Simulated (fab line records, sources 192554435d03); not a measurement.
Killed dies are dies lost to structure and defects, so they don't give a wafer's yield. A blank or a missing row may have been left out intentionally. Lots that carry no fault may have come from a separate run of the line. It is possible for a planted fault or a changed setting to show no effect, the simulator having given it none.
Which tool was responsible? ; flow n5-finfet ; 42 wafers from 14 lots sampled at 4 of the route's 1938 steps

## WHAT THE GAUGES SHOWED, per wafer
The record lacks any reading of a measuring or inspecting step that a usual standard deviation could be used to judge.

## TOOL THAT RAN EACH LOT (tool first, then ch and the chambers of the sampled wafers, then the start)
lot;N5_DUMMY_GATE_ETCH_42;N5_SD_EPI_N_ETCH_45;N5_SD_EPI_P_EXPOSE_06;N5_SD_EPI_P_ETCH_16
L168;rie-diel-06 ch 0,2,3, day 3 01:43;rie-diel-02 ch 0,2,3, day 3 03:34;arfi-scanner-03 ch 0, day 3 07:10;rie-diel-06 ch 0,2,3, day 3 08:03
L169;rie-diel-06 ch 0,2,3, day 3 06:29;rie-diel-05 ch 1,2,3, day 3 08:20;arfi-scanner-01 ch 0, day 3 12:07;rie-diel-06 ch 0,2,3, day 3 12:56
L170;rie-diel-01 ch 0,1,3, day 3 15:04;rie-diel-04 ch 0,2,3, day 3 17:11;arfi-scanner-02 ch 0, day 3 22:30;rie-diel-06 ch 1,2, day 3 23:20
L171;rie-diel-06 ch 0,2,3, day 3 19:57;rie-diel-05 ch 0,1,2, day 3 23:13;arfi-scanner-02 ch 0, day 4 04:32;rie-diel-01 ch 0,1,3, day 4 05:21
L172;rie-diel-01 ch 1,3, day 3 23:47;rie-diel-05 ch 0,2,3, day 4 01:38;arfi-scanner-02 ch 0, day 4 05:14;rie-diel-03 ch 0,1,2, day 4 06:08
L173;rie-diel-03 ch 1,2,3, day 4 05:14;rie-diel-04 ch 1,2,3, day 4 07:05;arfi-scanner-03 ch 0, day 4 11:07;rie-diel-01 ch 0,2,3, day 4 11:57
L174;rie-diel-03 ch 1,2,3, day 4 10:05;rie-diel-02 ch 0,1,2, day 4 11:49;arfi-scanner-03 ch 0, day 4 17:32;rie-diel-01 ch 0,1,3, day 4 18:22
L176;rie-diel-03 ch 1,2,3, day 5 03:23;rie-diel-04 ch 0,2, day 5 05:49;arfi-scanner-02 ch 0, day 5 09:34;rie-diel-03 ch 1,2, day 5 10:30
L177;rie-diel-06 ch 0,2,3, day 5 10:25;rie-diel-02 ch 1,3, day 5 12:16;arfi-scanner-01 ch 0, day 5 15:59;rie-diel-03 ch 0,1,3, day 5 16:49
L186;rie-diel-01 ch 0,1,2, day 7 17:41;rie-diel-05 ch 0,1,2, day 7 19:32;arfi-scanner-01, day 7 23:16;rie-diel-01 ch 0,2, day 8 00:23
L187;rie-diel-03 ch 0,2,3, day 7 17:50;rie-diel-02 ch 2,3, day 7 19:46;arfi-scanner-02, day 7 23:31;rie-diel-06 ch 0,1, day 8 00:23
L188;rie-diel-06 ch 0,1,2, day 8 01:36;rie-diel-04 ch 0,1,3, day 8 03:34;arfi-scanner-01 ch 0, day 8 07:16;rie-diel-06 ch 0,1,3, day 8 08:05
L190;rie-diel-01 ch 0,2, day 8 15:25;rie-diel-04 ch 0,3, day 8 17:15;arfi-scanner-03 ch 0, day 8 21:35;rie-diel-06 ch 0,2,3, day 8 22:24
L191;rie-diel-06 ch 0,2,3, day 8 16:10;rie-diel-05 ch 1,2, day 8 19:50;arfi-scanner-02 ch 0, day 8 23:33;rie-diel-01 ch 0,2, day 9 00:22
- N5_DUMMY_GATE_ETCH_42: etches SiO2 in CHF3/O2, target depth 3.5 nm, time 31 s.
- N5_SD_EPI_N_ETCH_45: etches SiOCN in CH3F/O2, target depth 6 nm.
- N5_SD_EPI_P_EXPOSE_06: exposes mask SD P BLK, target cd 240 nm.
- N5_SD_EPI_P_ETCH_16: etches SiO2 in CHF3/O2, target depth 5 nm.

## WHAT THE TOOLS THEMSELVES READ (means of the sampled wafers that have a number; where no wafer has one, the mark that the record gives instead)
N5_DUMMY_GATE_ETCH_42. Usual: drypump-motor-current-A 5.9 A, standard deviation 0.45; mfc-ar-sccm 199.9 sccm, standard deviation 0.55; oes-product-au 0.76 a.u., standard deviation 0.066; rf-vpp-V 42.4 V, standard deviation 1.1; showerhead-plenum-p-Torr 2.42 Torr, standard deviation 0.094; throttle-valve-pct 18.91 %, standard deviation 0.3.
lot;tool;drypump-motor-current-A (A);mfc-ar-sccm (sccm);oes-product-au (a.u.);rf-vpp-V (V);showerhead-plenum-p-Torr (Torr);throttle-valve-pct (%);flag
L168;rie-diel-06;6.0;200.2;0.78;41.6;2.33;18.75;
L169;rie-diel-06;6.0;200.0;0.78;41.8;2.33;18.75;
L170;rie-diel-01;5.5;199.6;0.75;42.5;2.44;19.10;
L171;rie-diel-06;6.0;199.8;0.77;41.6;2.32;18.76;
L172;rie-diel-01;5.5;199.1;0.74;42.5;2.47;19.17;
L173;rie-diel-03;6.3;199.7;0.74;43.0;2.39;18.84;
L174;rie-diel-03;6.3;200.2;0.75;42.9;2.39;18.85;
L176;rie-diel-03;6.3;200.1;0.73;43.7;2.39;18.84;
L177;rie-diel-06;6.0;200.1;0.77;42.4;2.32;18.78;
L186;rie-diel-01;5.5;199.8;0.71;42.8;2.46;19.09;
L187;rie-diel-03;5.9;200.4;0.74;42.4;2.45;18.87;
L188;rie-diel-06;6.2;199.8;0.78;40.9;2.41;18.87;
L190;rie-diel-01;5.4;199.8;0.71;41.9;2.46;18.97;
L191;rie-diel-06;6.0;199.5;0.74;42.7;2.31;18.82;

N5_SD_EPI_N_ETCH_45. Usual: drypump-motor-current-A 5.7 A, standard deviation 0.4; mfc-ar-sccm 150.0 sccm, standard deviation 0.39; oes-product-au 0.76 a.u., standard deviation 0.099; rf-vpp-V 127.4 V, standard deviation 1; showerhead-plenum-p-Torr 2.00 Torr, standard deviation 0.081; throttle-valve-pct 23.27 %, standard deviation 0.21.
lot;tool;drypump-motor-current-A (A);mfc-ar-sccm (sccm);oes-product-au (a.u.);rf-vpp-V (V);showerhead-plenum-p-Torr (Torr);throttle-valve-pct (%);flag
L168;rie-diel-02;6.1;150.2;0.71;127.1;1.97;23.24;
L169;rie-diel-05;5.7;150.0;0.76;128.0;1.96;23.41;
L170;rie-diel-04;5.6;149.9;0.79;128.3;2.02;23.23;
L171;rie-diel-05;5.6;149.9;0.75;126.9;1.99;23.19;
L172;rie-diel-05;5.4;149.8;0.72;127.7;1.96;23.38;
L173;rie-diel-04;5.6;149.9;0.69;127.1;2.01;23.22;
L174;rie-diel-02;5.9;149.8;0.70;127.0;1.97;23.29;
L176;rie-diel-04;5.4;150.1;0.77;128.1;2.02;23.41;
L177;rie-diel-02;6.1;149.7;0.68;127.8;2.03;23.25;
L186;rie-diel-05;5.5;149.9;0.82;126.8;1.98;23.08;
L187;rie-diel-02;5.9;150.3;0.68;127.7;1.97;23.38;
L188;rie-diel-04;5.7;150.4;0.83;127.5;2.04;23.12;
L190;rie-diel-04;5.8;149.6;0.88;127.8;2.06;23.16;
L191;rie-diel-05;5.9;149.6;0.74;127.7;1.98;23.28;

N5_SD_EPI_P_EXPOSE_06. Usual: exposure-dose-mJ-cm2 39.47, standard deviation 0.045; focus-offset-nm -0.1 nm, standard deviation 0.53.
lot;tool;exposure-dose-mJ-cm2;focus-offset-nm (nm);flag
L168;arfi-scanner-03;39.50;-0.7;
L169;arfi-scanner-01;39.54;0.3;
L170;arfi-scanner-02;39.49;0.0;
L171;arfi-scanner-02;39.44;0.3;
L172;arfi-scanner-02;39.48;0.6;
L173;arfi-scanner-03;39.48;0.5;
L174;arfi-scanner-03;39.44;0.6;
L176;arfi-scanner-02;39.51;-0.9;
L177;arfi-scanner-01;39.48;-0.2;
L186;arfi-scanner-01;-;-;OFF
L187;arfi-scanner-02;-;-;OFF
L188;arfi-scanner-01;39.45;-0.3;
L190;arfi-scanner-03;39.48;-0.0;
L191;arfi-scanner-02;39.43;0.3;

N5_SD_EPI_P_ETCH_16. Usual: drypump-motor-current-A 5.9 A, standard deviation 0.44; mfc-ar-sccm 200.0 sccm, standard deviation 0.55; oes-product-au 0.76 a.u., standard deviation 0.059; rf-vpp-V 522 V, standard deviation 17; showerhead-plenum-p-Torr 2.41 Torr, standard deviation 0.096; throttle-valve-pct 19.00 %, standard deviation 0.3.
lot;tool;drypump-motor-current-A (A);mfc-ar-sccm (sccm);oes-product-au (a.u.);rf-vpp-V (V);showerhead-plenum-p-Torr (Torr);throttle-valve-pct (%);flag
L168;rie-diel-06;6.0;200.1;0.77;510;2.32;18.87;
L169;rie-diel-06;6.0;199.9;0.77;510;2.32;18.87;
L170;rie-diel-06;6.2;200.3;0.89;529;2.51;19.01;
L171;rie-diel-01;5.5;199.9;0.75;515;2.44;19.22;
L172;rie-diel-03;6.3;199.7;0.74;539;2.44;19.15;
L173;rie-diel-01;5.5;200.0;0.75;521;2.45;19.10;
L174;rie-diel-01;5.5;200.4;0.74;516;2.44;19.22;
L176;rie-diel-03;6.4;199.5;0.70;547;2.44;19.11;
L177;rie-diel-03;6.1;200.0;0.76;523;2.39;19.02;
L186;rie-diel-01;5.4;200.4;0.72;525;2.46;19.07;
L187;rie-diel-06;6.5;199.7;0.80;511;2.39;18.70;
L188;rie-diel-06;6.3;200.0;0.80;509;2.37;18.70;
L190;rie-diel-06;6.0;200.2;0.74;509;2.31;18.93;
L191;rie-diel-01;5.5;200.0;0.70;517;2.43;19.14;

## THE ANSWER, worked out from the rows above alone
Rule: a lot is off if the mean of its wafers that have a number lies more than 3 standard deviations from the usual mean. Also off: a lot with no number at a reading for which 4 or more lots have one. Any other lot the step has rows for is counted as sound. The gauges are gone through in route order, then the tools' own readings, and for those a lot's mean is taken as printed above. The first step at which some lot is off is used, and at that step the reading that is off furthest; a lot without a number counts as furthest.
Off at N5_SD_EPI_P_EXPOSE_06 (exposure-dose-mJ-cm2): L186, L187. Without a number there: L186, L187.
A tool fits if, at that step or a process step before it, it ran every lot that is off, and no sound lot after the first of them. Of those tried, none fits.

## WHAT THE SIMULATOR HAD PUT IN
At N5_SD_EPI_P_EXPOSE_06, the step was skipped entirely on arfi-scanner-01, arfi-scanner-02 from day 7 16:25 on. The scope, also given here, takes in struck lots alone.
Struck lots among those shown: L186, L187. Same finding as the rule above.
